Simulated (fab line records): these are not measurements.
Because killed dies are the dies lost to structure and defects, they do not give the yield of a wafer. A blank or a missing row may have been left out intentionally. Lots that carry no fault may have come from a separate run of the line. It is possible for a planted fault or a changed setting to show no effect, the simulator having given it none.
fab line records	flow n5-finfet
record lots=24	wafers=72	last-day=19
route steps=1938 shown BEOL_M3@971
lots that met no fault: taken from a fault-free run of the same line
start-h: hours from the record's first day to the start of the lot's first wafer shown	wait-h: hours since the lot's step before	" the same as in the row above	L1.1+2: several wafers, shown together as one row	- value missing, or start not given	* or withheld: withheld	< > ~ a bound
route shown NAME@n: NAME is a module with steps in the file, n the number in the route of the first one	usual: mean and standard deviation over wafers with no fault	same: alike in all rows	chamber/n: place in a boat	sites: the reading at each site	_std_site: the standard deviation of these	_edge_site: mean of outer sites minus mean of inner sites	radius-mm: how far each site lies from the wafer's centre	mask NAME#n: copy n	behind: the tool/chamber that last shaped the wafer	hold: the reason the lot was held/the length of the hold in hours/how it ended	device: transistor that didn't switch, given as n, p or np	end of line: the tests these same wafers got at the end of their route	step lacking rows: just its recipe	killed: not the wafer's yield, but the dies lost to structure and defects at the first sort	map: a wafer's dies, x killed, . not, _ none there
set.NAME: the setting the step ran with; set.NAME@STEP: the setting that earlier step ran with	model.NAME: the simulator's own value behind a step, which no gauge read
steps of the route over a sample of lots; a table a step, a row a wafer
services: when a tool's chamber went out of use (start-h, in hours from the record's first day, below 0 if earlier), for how many hours, and the reason
## steps
# step N5_BEOL_M3_ETCH_69
# recipe chemistry=CF4	target=SiARC	target-depth-a=156	mask-material=CAR-EUV	time-s=26	ion-energy-ev=80	pressure-mtorr=40	source-w=545	bias-w=36	Ar_flow_sccm=100	cf4-flow-sccm=100	ends=cleared
# usual bias-w=36.00/0.11	drypump-motor-current-A=5.6/0.5	etch-rf-on-time-s=26.3/0.82	oes-product-au=0.67/0.086	rf-vpp-V=184.3/1.2	showerhead-plenum-p-Torr=2.16/0.067	throttle-valve-pct=15.6/0.33
lot.wafer	tool	chamber	start-h	wait-h	bias-w	drypump-motor-current-A	etch-rf-on-time-s	oes-product-au	rf-hours-counter-h	rf-vpp-V	showerhead-plenum-p-Torr	throttle-valve-pct
L074.2	rie-diel-04	1	172.68	0.0	36.11	6.2	25.4	0.59	230	181.6	2.06	16.0
L074.4	"	1	"	"	36.11	6.2	25.6	0.59	-	183.9	2.06	16.0
L074.5	"	0	"	"	36.00	5.3	26.2	0.81	-	185.2	2.27	15.0
L075.1	rie-diel-02	0	177.20	0.0	35.92	6.0	27.5	0.62	185	182.1	2.14	15.8
L075.3	"	1	"	"	36.17	5.8	26.6	0.61	179	184.4	2.22	15.8
L075.5	"	0	"	"	35.96	6.1	27.7	0.62	-	184.4	2.14	15.8
L078.1	rie-diel-05	3	177.41	0.0	36.19	5.3	25.3	0.59	237	183.0	2.10	16.0
L078.2	"	0	"	"	36.06	6.5	26.6	0.61	191	184.3	2.21	15.9
L078.6	"	1	"	"	36.03	5.5	27.2	0.59	-	182.5	2.10	15.6
L076.1	rie-diel-04	0	177.69	0.0	36.09	5.3	26.4	0.81	10	186.6	2.27	15.0
L076.2	"	2	"	"	35.78	4.9	25.3	0.70	85	183.9	2.16	15.5
L076.6	"	2	"	"	35.92	4.9	24.9	0.71	-	184.7	2.16	15.5
L077.2	rie-diel-04	2	182.66	0.0	36.09	4.9	25.4	0.71	87	183.8	2.16	15.5
L077.3	"	0	"	"	36.16	5.3	26.3	0.81	12	186.4	2.27	15.0
L077.4	"	3	"	"	36.00	5.0	26.5	0.75	29	184.1	2.18	15.1
L080.1	rie-diel-04	1	182.95	0.0	35.97	6.2	25.5	0.59	233	181.8	2.06	16.0
L080.2	"	2	"	"	35.99	4.9	25.2	0.71	87	182.0	2.16	15.5
L080.6	"	1	"	"	35.99	6.2	25.3	0.59	-	183.1	2.06	16.0
L079.3	rie-diel-02	2	183.21	0.0	35.65	5.7	25.7	0.60	245	184.6	2.12	16.1
L079.4	"	1	"	"	35.99	5.9	26.9	0.61	181	186.8	2.22	15.8
L079.6	"	1	"	"	36.04	5.8	27.1	0.62	-	183.9	2.22	15.9
L081.2	rie-diel-05	1	183.86	0.0	36.03	5.5	27.0	0.59	211	183.9	2.10	15.6
L081.3	"	3	"	"	36.10	5.3	25.2	0.59	240	183.5	2.10	16.0
L081.5	"	0	"	"	35.96	6.5	26.7	0.61	-	185.7	2.21	15.9
L082.2	rie-diel-05	0	195.60	0.0	36.03	6.4	26.6	0.61	197	185.0	2.21	15.9
L082.5	"	3	"	"	35.85	5.3	24.9	0.60	-	183.6	2.10	16.0
L082.6	"	0	"	"	35.87	6.5	26.7	0.61	-	184.5	2.21	15.9
L083.1	rie-diel-02	0	201.11	0.0	35.96	6.0	28.0	0.61	193	185.1	2.13	15.8
L083.2	"	1	"	"	36.12	5.9	26.9	0.61	185	183.9	2.22	15.9
L083.3	"	3	"	"	36.14	5.4	26.6	0.74	38	184.0	2.26	15.4
L084.1	rie-diel-05	1	212.74	0.0	35.97	5.5	27.9	0.57	219	183.2	2.10	15.7
L084.3	"	3	"	"	35.92	5.3	25.7	0.58	247	183.5	2.10	16.0
L084.6	"	0	"	"	36.11	6.4	27.2	0.59	-	184.9	2.21	15.9
L085.1	rie-diel-05	1	223.57	0.0	35.87	5.5	27.4	0.58	223	184.5	2.10	15.7
L085.2	"	0	"	"	35.96	6.5	26.8	0.60	203	185.2	2.21	15.9
L085.6	"	1	"	"	36.07	5.5	27.2	0.58	-	183.8	2.10	15.7
L086.4	rie-diel-04	2	229.37	0.0	35.96	4.9	25.2	0.69	100	184.3	2.15	15.5
L086.5	"	1	"	"	35.95	6.2	25.7	0.58	-	183.5	2.05	16.0
L086.6	"	2	"	"	36.12	4.9	25.2	0.69	-	184.2	2.16	15.5
L088.2	rie-diel-02	1	240.83	0.0	35.85	5.8	26.7	0.59	198	184.2	2.21	15.9
L088.3	"	2	"	"	36.12	5.6	25.0	0.84	4	184.5	2.12	15.6
L088.6	"	0	"	"	35.99	6.0	27.3	0.61	-	182.1	2.13	15.8
L087.1	rie-diel-05	1	244.15	0.0	36.08	5.5	27.3	0.57	231	184.1	2.10	15.7
L087.3	"	2	"	"	36.03	5.7	25.3	0.77	39	182.9	2.08	15.2
L087.5	"	1	"	"	36.18	5.5	27.6	0.57	-	182.2	2.10	15.7
L089.3	rie-diel-04	3	244.78	0.0	36.32	5.0	26.5	0.73	47	185.4	2.17	15.1
L089.4	"	1	"	"	35.88	6.2	25.4	0.57	249	181.1	2.05	16.0
L089.6	"	3	"	"	36.05	5.0	26.5	0.73	-	184.8	2.17	15.1
L090.1	rie-diel-05	2	247.31	0.0	36.05	5.8	25.6	0.76	40	183.1	2.08	15.2
L090.4	"	0	"	"	35.87	6.5	26.6	0.60	213	184.0	2.20	15.9
L090.6	"	0	"	"	36.04	6.5	26.7	0.59	-	184.7	2.20	15.9
L092.1	rie-diel-04	3	248.38	0.0	36.15	5.0	26.8	0.72	47	184.9	2.17	15.1
L092.4	"	2	"	"	35.89	4.9	25.2	0.68	106	184.2	2.15	15.5
L092.5	"	0	"	"	36.23	5.3	26.4	0.76	-	185.9	2.26	15.1
L091.1	rie-diel-02	0	250.84	0.0	36.09	6.1	27.6	0.60	209	182.6	2.13	15.8
L091.3	"	1	"	"	36.00	5.8	26.7	0.60	201	185.0	2.21	15.9
L091.4	"	1	"	"	36.01	5.9	26.9	0.60	-	186.4	2.21	15.9
L093.1	rie-diel-02	1	260.86	0.0	36.02	5.8	26.3	0.60	205	186.3	2.21	15.9
L093.4	"	0	"	"	35.96	6.1	27.1	0.60	213	184.0	2.13	15.8
L093.5	"	0	"	"	35.98	6.0	27.0	0.60	-	184.8	2.13	15.9
L094.2	rie-diel-04	0	264.83	0.0	36.02	5.3	26.5	0.75	34	185.7	2.26	15.1
L094.5	"	3	"	"	35.97	5.0	26.4	0.72	-	185.1	2.17	15.1
L094.6	"	2	"	"	35.94	4.9	25.2	0.68	-	184.0	2.15	15.6
L096.4	rie-diel-04	1	274.71	0.0	35.77	6.2	25.8	0.86	-	185.7	2.31	15.6
L096.5	"	2	"	"	35.97	4.9	25.0	0.68	-	185.7	2.15	15.6
L096.6	"	3	"	"	36.10	5.0	26.8	0.71	-	183.2	2.17	15.2
L095.1	rie-diel-04	1	288.49	0.0	35.99	6.2	25.8	0.84	6	185.4	2.31	15.6
L095.3	"	0	"	"	35.86	5.3	26.8	0.73	39	186.1	2.25	15.1
L095.4	"	3	"	"	36.06	5.0	27.0	0.70	62	184.4	2.17	15.2
L097.1	rie-diel-05	3	299.08	0.0	35.91	5.3	25.7	0.79	15	181.1	2.09	15.5
L097.2	"	1	"	"	35.91	5.5	28.1	0.55	248	184.3	2.09	15.7
L097.5	"	0	"	"	36.03	6.4	26.9	0.58	-	187.0	2.20	16.0
# step N5_BEOL_M3_CD_MEAS_35
# recipe target-cd-nm=18	target-cd-y-nm=21	polarity=opening
# usual cd-nm=18.0/0.39
lot.wafer	tool	chamber	start-h	wait-h	cd-nm
L074.2	cd-sem-03	-	174.59	0.0	18.5
L074.4	"	-	"	"	18.3
L074.5	"	-	"	"	17.7
L075.1	cd-sem-01	-	178.16	0.0	17.2
L075.3	"	-	"	"	18.3
L075.5	"	-	"	"	18.6
L078.1	cd-sem-01	-	181.57	0.0	17.8
L078.2	"	-	"	"	18.0
L078.6	"	-	"	"	18.7
L076.1	cd-sem-02	-	181.62	0.0	18.0
L076.2	"	-	"	"	18.4
L076.6	"	-	"	"	18.4
L077.2	cd-sem-03	-	184.25	0.0	18.3
L077.3	"	-	"	"	18.8
L077.4	"	-	"	"	18.1
L080.1	cd-sem-02	-	184.29	0.0	17.3
L080.2	"	-	"	"	16.9
L080.6	"	-	"	"	17.5
L079.3	cd-sem-01	-	184.47	0.0	17.6
L079.4	"	-	"	"	17.6
L079.6	"	-	"	"	17.5
L081.2	cd-sem-02	-	188.04	0.0	17.7
L081.3	"	-	"	"	17.7
L081.5	"	-	"	"	18.0
L083.1	cd-sem-01	-	207.55	0.0	17.4
L083.2	"	-	"	"	18.2
L083.3	"	-	"	"	18.6
L082.2	cd-sem-03	-	207.69	0.0	17.1
L082.5	"	-	"	"	17.6
L082.6	"	-	"	"	17.8
L084.1	cd-sem-03	-	219.10	0.0	18.0
L084.3	"	-	"	"	17.1
L084.6	"	-	"	"	17.5
L085.1	cd-sem-01	-	231.43	0.0	18.5
L085.2	"	-	"	"	17.8
L085.6	"	-	"	"	18.2
L086.4	cd-sem-03	-	235.29	0.0	18.6
L086.5	"	-	"	"	18.2
L086.6	"	-	"	"	18.6
L088.2	cd-sem-03	-	241.93	0.0	17.8
L088.3	"	-	"	"	18.0
L088.6	"	-	"	"	18.2
L092.1	cd-sem-01	-	252.74	0.0	17.8
L092.4	"	-	"	"	17.7
L092.5	"	-	"	"	18.1
L087.1	cd-sem-02	-	252.75	0.0	17.7
L087.3	"	-	"	"	17.7
L087.5	"	-	"	"	17.9
L089.3	cd-sem-03	-	252.86	0.0	17.9
L089.4	"	-	"	"	18.2
L089.6	"	-	"	"	17.8
L090.1	cd-sem-02	-	259.52	0.0	17.9
L090.4	"	-	"	"	18.1
L090.6	"	-	"	"	18.0
L091.1	cd-sem-01	-	260.01	0.0	18.3
L091.3	"	-	"	"	17.7
L091.4	"	-	"	"	18.1
L093.1	cd-sem-01	-	267.25	0.0	17.9
L093.4	"	-	"	"	17.6
L093.5	"	-	"	"	17.8
L094.2	cd-sem-01	-	268.13	0.0	18.2
L094.5	"	-	"	"	17.8
L094.6	"	-	"	"	17.4
L096.4	cd-sem-03	-	286.60	0.0	18.1
L096.5	"	-	"	"	18.3
L096.6	"	-	"	"	18.3
L095.1	cd-sem-03	-	297.20	0.0	18.6
L095.3	"	-	"	"	17.7
L095.4	"	-	"	"	18.1
L097.1	cd-sem-01	-	305.90	0.0	18.3
L097.2	"	-	"	"	17.6
L097.5	"	-	"	"	18.5
# step N5_BEOL_M3_ANNEAL_49
# recipe temp-c=400	time-s=240	ambient=vacuum
# usual heater-power-w=858/120
lot.wafer	tool	chamber	start-h	wait-h	heater-power-w
L074.2	pvd-sputter-02	-	176.20	0.0	713
L074.4	"	-	"	"	993
L074.5	"	-	"	"	693
L075.1	pvd-sputter-01	-	179.21	0.0	784
L075.3	"	-	"	"	855
L075.5	"	-	"	"	856
L078.1	pvd-sputter-01	-	182.34	0.0	847
L078.2	"	-	"	"	772
L078.6	"	-	"	"	840
L076.1	pvd-sputter-03	-	182.61	0.0	782
L076.2	"	-	"	"	792
L076.6	"	-	"	"	884
L077.2	pvd-sputter-03	-	185.19	0.0	872
L077.3	"	-	"	"	796
L077.4	"	-	"	"	748
L080.1	pvd-sputter-01	-	185.24	0.0	856
L080.2	"	-	"	"	1136
L080.6	"	-	"	"	862
L079.3	pvd-sputter-03	-	187.03	0.0	895
L079.4	"	-	"	"	769
L079.6	"	-	"	"	894
L081.2	pvd-sputter-01	-	189.26	0.0	869
L081.3	"	-	"	"	756
L081.5	"	-	"	"	1100
L083.1	pvd-sputter-01	-	208.51	0.0	894
L083.2	"	-	"	"	876
L083.3	"	-	"	"	1144
L082.2	pvd-sputter-03	-	208.77	0.0	797
L082.5	"	-	"	"	791
L082.6	"	-	"	"	784
L084.1	pvd-sputter-01	-	220.49	0.0	778
L084.3	"	-	"	"	885
L084.6	"	-	"	"	1115
L085.1	pvd-sputter-02	-	232.55	0.0	720
L085.2	"	-	"	"	885
L085.6	"	-	"	"	706
L086.4	pvd-sputter-01	-	237.49	0.0	738
L086.5	"	-	"	"	1103
L086.6	"	-	"	"	857
L088.2	pvd-sputter-03	-	242.81	0.0	793
L088.3	"	-	"	"	804
L088.6	"	-	"	"	793
L092.1	pvd-sputter-01	-	254.06	0.0	906
L092.4	"	-	"	"	864
L092.5	"	-	"	"	1093
L087.1	pvd-sputter-02	-	254.53	0.0	701
L087.3	"	-	"	"	762
L087.5	"	-	"	"	788
L089.3	pvd-sputter-03	-	255.86	0.0	785
L089.4	"	-	"	"	753
L089.6	"	-	"	"	866
L090.1	pvd-sputter-02	-	260.47	0.0	893
L090.4	"	-	"	"	720
L090.6	"	-	"	"	895
L091.1	pvd-sputter-03	-	262.69	0.0	755
L091.3	"	-	"	"	873
L091.4	"	-	"	"	774
L093.1	pvd-sputter-03	-	268.95	0.0	810
L093.4	"	-	"	"	755
L093.5	"	-	"	"	811
L094.2	pvd-sputter-01	-	269.17	0.0	1113
L094.5	"	-	"	"	864
L094.6	"	-	"	"	741
L096.4	pvd-sputter-02	-	288.09	0.0	1024
L096.5	"	-	"	"	876
L096.6	"	-	"	"	1000
L095.1	pvd-sputter-02	-	299.58	0.0	770
L095.3	"	-	"	"	704
L095.4	"	-	"	"	1012
L097.1	pvd-sputter-01	-	306.90	0.0	1113
L097.2	"	-	"	"	867
L097.5	"	-	"	"	852
# step N5_BEOL_M3_SPUTTER_88
# recipe material=Cu	target-thk-a=45	temp-c=-20	chamber-pressure-pa=0.07	power-w=withheld	time-s=8.29
# usual chamber-pressure-pa=0.06998/0.00014	throttle-valve-pct=30.3/0.95
lot.wafer	tool	chamber	start-h	wait-h	chamber-pressure-pa	throttle-valve-pct
L074.2	pvd-sputter-02	-	177.00	0.1	0.07029	29.7
L074.4	"	-	"	"	0.07013	30.8
L074.5	"	-	"	"	0.07028	29.8
L075.1	pvd-sputter-01	-	180.01	0.1	0.06996	28.3
L075.3	"	-	"	"	0.06975	29.3
L075.5	"	-	"	"	0.07	30.4
L078.1	pvd-sputter-01	-	183.14	0.1	0.06998	29.4
L078.2	"	-	"	"	0.06983	28.3
L078.6	"	-	"	"	0.06996	29.4
L076.1	pvd-sputter-03	-	183.41	0.1	0.06993	30.9
L076.2	"	-	"	"	0.06994	31.4
L076.6	"	-	"	"	0.07006	30.6
L077.2	pvd-sputter-03	-	185.99	0.1	0.06976	30.5
L077.3	"	-	"	"	0.07012	31.9
L077.4	"	-	"	"	0.06993	30.7
L080.1	pvd-sputter-01	-	186.04	0.1	0.06977	30.6
L080.2	"	-	"	"	0.07007	30.2
L080.6	"	-	"	"	0.07012	29.7
L079.3	pvd-sputter-03	-	187.83	0.1	0.07005	30.4
L079.4	"	-	"	"	0.07014	32.0
L079.6	"	-	"	"	0.07013	30.7
L081.2	pvd-sputter-01	-	190.06	0.1	0.07002	30.4
L081.3	"	-	"	"	0.06969	28.5
L081.5	"	-	"	"	0.06997	30.3
L083.1	pvd-sputter-01	-	209.31	0.1	0.07023	30.6
L083.2	"	-	"	"	0.07013	29.6
L083.3	"	-	"	"	0.07022	30.3
L082.2	pvd-sputter-03	-	209.57	0.1	0.06985	32.1
L082.5	"	-	"	"	0.06996	31.9
L082.6	"	-	"	"	0.06991	31.6
L084.1	pvd-sputter-01	-	221.29	0.1	0.06995	28.7
L084.3	"	-	"	"	0.06995	29.7
L084.6	"	-	"	"	0.07018	30.4
L085.1	pvd-sputter-02	-	233.35	0.1	0.06978	29.9
L085.2	"	-	"	"	0.06969	30.0
L085.6	"	-	"	"	0.06983	29.7
L086.4	pvd-sputter-01	-	238.29	0.1	0.06986	28.4
L086.5	"	-	"	"	0.0699	30.0
L086.6	"	-	"	"	0.06998	29.6
L088.2	pvd-sputter-03	-	243.61	0.1	0.06975	31.3
L088.3	"	-	"	"	0.07004	31.9
L088.6	"	-	"	"	0.07022	32.2
L092.1	pvd-sputter-01	-	254.86	0.1	0.06991	30.5
L092.4	"	-	"	"	0.07007	29.4
L092.5	"	-	"	"	0.06997	30.3
L087.1	pvd-sputter-02	-	255.33	0.1	0.06996	29.9
L087.3	"	-	"	"	0.06984	29.5
L087.5	"	-	"	"	0.06984	29.2
L089.3	pvd-sputter-03	-	256.66	0.1	0.0698	32.3
L089.4	"	-	"	"	0.06963	30.9
L089.6	"	-	"	"	0.06984	30.7
L090.1	pvd-sputter-02	-	261.27	0.1	0.06976	29.8
L090.4	"	-	"	"	0.07014	29.8
L090.6	"	-	"	"	0.0699	29.7
L091.1	pvd-sputter-03	-	263.49	0.1	0.07004	31.0
L091.3	"	-	"	"	0.07006	30.5
L091.4	"	-	"	"	0.07	31.4
L093.1	pvd-sputter-03	-	269.75	0.1	0.07	31.9
L093.4	"	-	"	"	0.06988	30.7
L093.5	"	-	"	"	0.06995	31.4
L094.2	pvd-sputter-01	-	269.97	0.1	0.07007	30.2
L094.5	"	-	"	"	0.06988	30.4
L094.6	"	-	"	"	0.07004	28.4
L096.4	pvd-sputter-02	-	288.89	0.1	0.06975	30.7
L096.5	"	-	"	"	0.0702	29.5
L096.6	"	-	"	"	0.06985	30.6
L095.1	pvd-sputter-02	-	300.38	0.1	0.06994	29.9
L095.3	"	-	"	"	0.06997	29.7
L095.4	"	-	"	"	0.07006	30.9
L097.1	pvd-sputter-01	-	307.70	0.1	0.07004	30.2
L097.2	"	-	"	"	0.07007	29.3
L097.5	"	-	"	"	0.07008	29.6
# step N5_BEOL_M3_SPUTTER_90
# recipe material=Cu	target-thk-a=45	temp-c=-20	chamber-pressure-pa=0.07	power-w=withheld	time-s=8.29
# usual chamber-pressure-pa=0.07/0.00014	throttle-valve-pct=30.3/0.96
lot.wafer	tool	chamber	start-h	wait-h	chamber-pressure-pa	throttle-valve-pct
L074.2	pvd-sputter-02	-	177.22	0.1	0.06981	29.9
L074.4	"	-	"	"	0.06984	30.7
L074.5	"	-	"	"	0.06991	29.7
L075.1	pvd-sputter-01	-	180.23	0.1	0.06987	28.6
L075.3	"	-	"	"	0.06987	29.7
L075.5	"	-	"	"	0.06998	30.5
L078.1	pvd-sputter-01	-	183.36	0.1	0.07002	29.6
L078.2	"	-	"	"	0.07004	28.3
L078.6	"	-	"	"	0.07015	29.7
L076.1	pvd-sputter-03	-	183.63	0.1	0.07006	30.8
L076.2	"	-	"	"	0.06982	31.4
L076.6	"	-	"	"	0.07008	31.0
L077.2	pvd-sputter-03	-	186.21	0.1	0.06986	30.6
L077.3	"	-	"	"	0.07013	32.0
L077.4	"	-	"	"	0.07001	31.0
L080.1	pvd-sputter-01	-	186.26	0.1	0.06997	30.4
L080.2	"	-	"	"	0.07004	30.2
L080.6	"	-	"	"	0.07007	29.5
L079.3	pvd-sputter-03	-	188.05	0.1	0.07007	30.4
L079.4	"	-	"	"	0.06968	32.1
L079.6	"	-	"	"	0.06984	30.8
L081.2	pvd-sputter-01	-	190.28	0.1	0.07008	30.9
L081.3	"	-	"	"	0.06981	28.5
L081.5	"	-	"	"	0.07014	30.3
L083.1	pvd-sputter-01	-	209.53	0.1	0.06983	30.4
L083.2	"	-	"	"	0.07004	29.5
L083.3	"	-	"	"	0.0697	30.2
L082.2	pvd-sputter-03	-	209.79	0.1	0.07033	32.1
L082.5	"	-	"	"	0.07005	32.1
L082.6	"	-	"	"	0.06997	31.3
L084.1	pvd-sputter-01	-	221.51	0.1	0.07001	28.5
L084.3	"	-	"	"	0.06992	29.3
L084.6	"	-	"	"	0.06998	30.4
L085.1	pvd-sputter-02	-	233.57	0.1	0.06995	29.8
L085.2	"	-	"	"	0.07	29.6
L085.6	"	-	"	"	0.06994	29.6
L086.4	pvd-sputter-01	-	238.51	0.1	0.06989	28.4
L086.5	"	-	"	"	0.07004	30.4
L086.6	"	-	"	"	0.0699	29.5
L088.2	pvd-sputter-03	-	243.83	0.1	0.07018	31.2
L088.3	"	-	"	"	0.06985	32.1
L088.6	"	-	"	"	0.0701	32.2
L092.1	pvd-sputter-01	-	255.08	0.1	0.07004	30.3
L092.4	"	-	"	"	0.07019	29.7
L092.5	"	-	"	"	0.06997	30.6
L087.1	pvd-sputter-02	-	255.55	0.1	0.07012	30.0
L087.3	"	-	"	"	0.06998	29.9
L087.5	"	-	"	"	0.07001	29.7
L089.3	pvd-sputter-03	-	256.88	0.1	0.07011	31.9
L089.4	"	-	"	"	0.07012	30.7
L089.6	"	-	"	"	0.06983	30.9
L090.1	pvd-sputter-02	-	261.49	0.1	0.07006	29.6
L090.4	"	-	"	"	0.07005	29.9
L090.6	"	-	"	"	0.06997	29.8
L091.1	pvd-sputter-03	-	263.71	0.1	0.07	30.7
L091.3	"	-	"	"	0.07024	30.8
L091.4	"	-	"	"	0.07004	31.4
L093.1	pvd-sputter-03	-	269.97	0.1	0.07005	32.0
L093.4	"	-	"	"	0.06979	31.0
L093.5	"	-	"	"	0.06974	31.5
L094.2	pvd-sputter-01	-	270.19	0.1	0.07004	30.2
L094.5	"	-	"	"	0.07005	30.6
L094.6	"	-	"	"	0.07033	28.5
L096.4	pvd-sputter-02	-	289.11	0.1	0.07001	30.8
L096.5	"	-	"	"	0.07	29.7
L096.6	"	-	"	"	0.07014	30.7
L095.1	pvd-sputter-02	-	300.60	0.1	0.07007	29.7
L095.3	"	-	"	"	0.0701	29.9
L095.4	"	-	"	"	0.06998	30.8
L097.1	pvd-sputter-01	-	307.92	0.1	0.06992	30.3
L097.2	"	-	"	"	0.07014	29.4
L097.5	"	-	"	"	0.06985	29.7
# step N5_BEOL_M3_SPUTTER_92
# recipe material=Cu	target-thk-a=45	temp-c=-20	chamber-pressure-pa=0.07	power-w=withheld	time-s=8.29
# usual chamber-pressure-pa=0.07/0.00014	throttle-valve-pct=30.3/0.95
lot.wafer	tool	chamber	start-h	wait-h	chamber-pressure-pa	throttle-valve-pct
L074.2	pvd-sputter-02	-	177.44	0.1	0.07006	29.8
L074.4	"	-	"	"	0.06994	30.7
L074.5	"	-	"	"	0.06989	29.7
L075.1	pvd-sputter-01	-	180.45	0.1	0.0697	28.4
L075.3	"	-	"	"	0.06994	29.6
L075.5	"	-	"	"	0.07016	30.6
L078.1	pvd-sputter-01	-	183.58	0.1	0.07007	29.3
L078.2	"	-	"	"	0.07011	28.2
L078.6	"	-	"	"	0.06995	29.4
L076.1	pvd-sputter-03	-	183.85	0.1	0.06999	30.9
L076.2	"	-	"	"	0.07009	31.5
L076.6	"	-	"	"	0.06992	30.7
L077.2	pvd-sputter-03	-	186.43	0.1	0.06998	30.5
L077.3	"	-	"	"	0.06951	31.8
L077.4	"	-	"	"	0.07001	30.8
L080.1	pvd-sputter-01	-	186.48	0.1	0.06996	30.5
L080.2	"	-	"	"	0.06997	30.3
L080.6	"	-	"	"	0.06979	29.3
L079.3	pvd-sputter-03	-	188.27	0.1	0.06999	31.0
L079.4	"	-	"	"	0.06986	32.0
L079.6	"	-	"	"	0.06984	30.6
L081.2	pvd-sputter-01	-	190.50	0.1	0.06986	30.3
L081.3	"	-	"	"	0.06996	28.5
L081.5	"	-	"	"	0.06993	30.2
L083.1	pvd-sputter-01	-	209.75	0.1	0.07009	30.2
L083.2	"	-	"	"	0.07011	29.4
L083.3	"	-	"	"	0.07016	30.2
L082.2	pvd-sputter-03	-	210.01	0.1	0.07024	32.2
L082.5	"	-	"	"	0.07018	31.9
L082.6	"	-	"	"	0.07014	31.5
L084.1	pvd-sputter-01	-	221.73	0.1	0.07006	28.2
L084.3	"	-	"	"	0.06991	29.6
L084.6	"	-	"	"	0.06978	30.5
L085.1	pvd-sputter-02	-	233.79	0.1	0.06976	29.6
L085.2	"	-	"	"	0.06997	29.8
L085.6	"	-	"	"	0.07003	29.8
L086.4	pvd-sputter-01	-	238.73	0.1	0.06999	28.5
L086.5	"	-	"	"	0.06996	30.2
L086.6	"	-	"	"	0.06993	29.5
L088.2	pvd-sputter-03	-	244.05	0.1	0.06994	31.4
L088.3	"	-	"	"	0.07007	32.1
L088.6	"	-	"	"	0.06994	31.8
L092.1	pvd-sputter-01	-	255.30	0.1	0.07019	30.5
L092.4	"	-	"	"	0.07017	29.3
L092.5	"	-	"	"	0.06994	30.4
L087.1	pvd-sputter-02	-	255.77	0.1	0.06986	29.3
L087.3	"	-	"	"	0.07023	29.6
L087.5	"	-	"	"	0.07013	29.6
L089.3	pvd-sputter-03	-	257.10	0.1	0.07025	32.3
L089.4	"	-	"	"	0.07006	30.7
L089.6	"	-	"	"	0.07008	30.6
L090.1	pvd-sputter-02	-	261.71	0.1	0.07013	29.6
L090.4	"	-	"	"	0.06993	29.6
L090.6	"	-	"	"	0.07001	30.0
L091.1	pvd-sputter-03	-	263.93	0.1	0.07009	30.7
L091.3	"	-	"	"	0.06997	30.7
L091.4	"	-	"	"	0.07	31.5
L093.1	pvd-sputter-03	-	270.19	0.1	0.06998	32.0
L093.4	"	-	"	"	0.06998	31.1
L093.5	"	-	"	"	0.06971	31.3
L094.2	pvd-sputter-01	-	270.41	0.1	0.0699	30.2
L094.5	"	-	"	"	0.07	30.6
L094.6	"	-	"	"	0.06999	28.6
L096.4	pvd-sputter-02	-	289.33	0.1	0.07005	31.1
L096.5	"	-	"	"	0.06988	29.7
L096.6	"	-	"	"	0.07011	31.0
L095.1	pvd-sputter-02	-	300.82	0.1	0.07003	29.8
L095.3	"	-	"	"	0.07	29.7
L095.4	"	-	"	"	0.07007	30.7
L097.1	pvd-sputter-01	-	308.14	0.1	0.06982	30.1
L097.2	"	-	"	"	0.06986	29.5
L097.5	"	-	"	"	0.06987	29.7
## services
tool	chamber	start-h	hours	kind
pvd-sputter-02	-	152.82	8.3	repair
rie-diel-02	2	167.26	2.7	repair
rie-diel-04	3	171.42	1.6	repair
rie-diel-04	1	190.80	1.3	repair
rie-diel-02	2	204.99	-	clean
rie-diel-02	2	204.99	-	consumable-replace:focus-ring
rie-diel-02	2	204.99	19.7	scheduled-down
rie-diel-02	2	204.99	19.7	vent-cycle
rie-diel-05	3	222.62	-	clean
rie-diel-05	3	222.62	-	consumable-replace:focus-ring
rie-diel-05	3	222.62	24.3	scheduled-down
rie-diel-05	3	222.62	24.3	vent-cycle
rie-diel-05	-	229.87	0.2	repair
rie-diel-04	1	253.38	-	clean
rie-diel-04	1	253.38	-	consumable-replace:focus-ring
rie-diel-04	1	253.38	-	consumable-replace:showerhead
rie-diel-04	1	253.38	17.5	scheduled-down
rie-diel-04	1	253.38	17.5	vent-cycle
rie-diel-02	2	266.68	5.1	repair
rie-diel-05	1	305.69	-	clean
rie-diel-05	1	305.69	-	consumable-replace:focus-ring
rie-diel-05	1	305.69	27.6	scheduled-down
rie-diel-05	1	305.69	27.6	vent-cycle
## key
fault none
